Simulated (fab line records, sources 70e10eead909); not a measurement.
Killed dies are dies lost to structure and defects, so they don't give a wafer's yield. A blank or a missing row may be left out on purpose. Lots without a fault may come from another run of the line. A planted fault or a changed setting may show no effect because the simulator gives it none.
Chamber matching | flow nand_harc | NHARC_P_BONDPAD_DESCUM_11 on rie_diel-11: 4 sister chambers
The step chemistry O2, time 3 s. 4 wafers are shown with their chamber, then 7 later ones without.

WAFERS WITH THEIR CHAMBER
wafer  | chamber | showerhead_plenum_p_Torr (Torr)
L371.4 | 2       | 1.81
L379.5 | 1       | 2.05
L382.1 | 3       | 1.86
L382.3 | 0       | 1.86

WAFERS WITHOUT THEIR CHAMBER
wafer  | showerhead_plenum_p_Torr (Torr)
L382.6 | 1.86
L385.1 | 1.80
L385.3 | 1.86
L385.6 | 1.80
L389.1 | 1.80
L389.3 | 1.86
L389.5 | 1.80

WHICH CHAMBER EACH WENT THROUGH
wafer  | from the rows above     | in truth
L382.6 | can't be placed: 0 or 3 | 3
L385.1 | 2                       | 2
L385.3 | can't be placed: 0 or 3 | 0
L385.6 | 2                       | 2
L389.1 | 2                       | 2
L389.3 | can't be placed: 0 or 3 | 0
L389.5 | 2                       | 2
Placed correctly: 4 of 7. Can't be placed from these rows: 3 (the true chamber is among the candidates in 3). Placed wrongly: 0.
How it was worked out, from the rows above alone: a wafer's distance from a chamber is the root of the sum, over the readings, of the square of ((its reading less the chamber's mean) divided by the reading's scatter). The wafer belongs to the nearest chamber; if the next one is less than 2 further off, it can't be placed. A chamber's mean is the mean of its shown wafers. The scatter: with one shown wafer a chamber, the root of the mean of the squares of how far each hidden wafer lies from its nearest shown one.
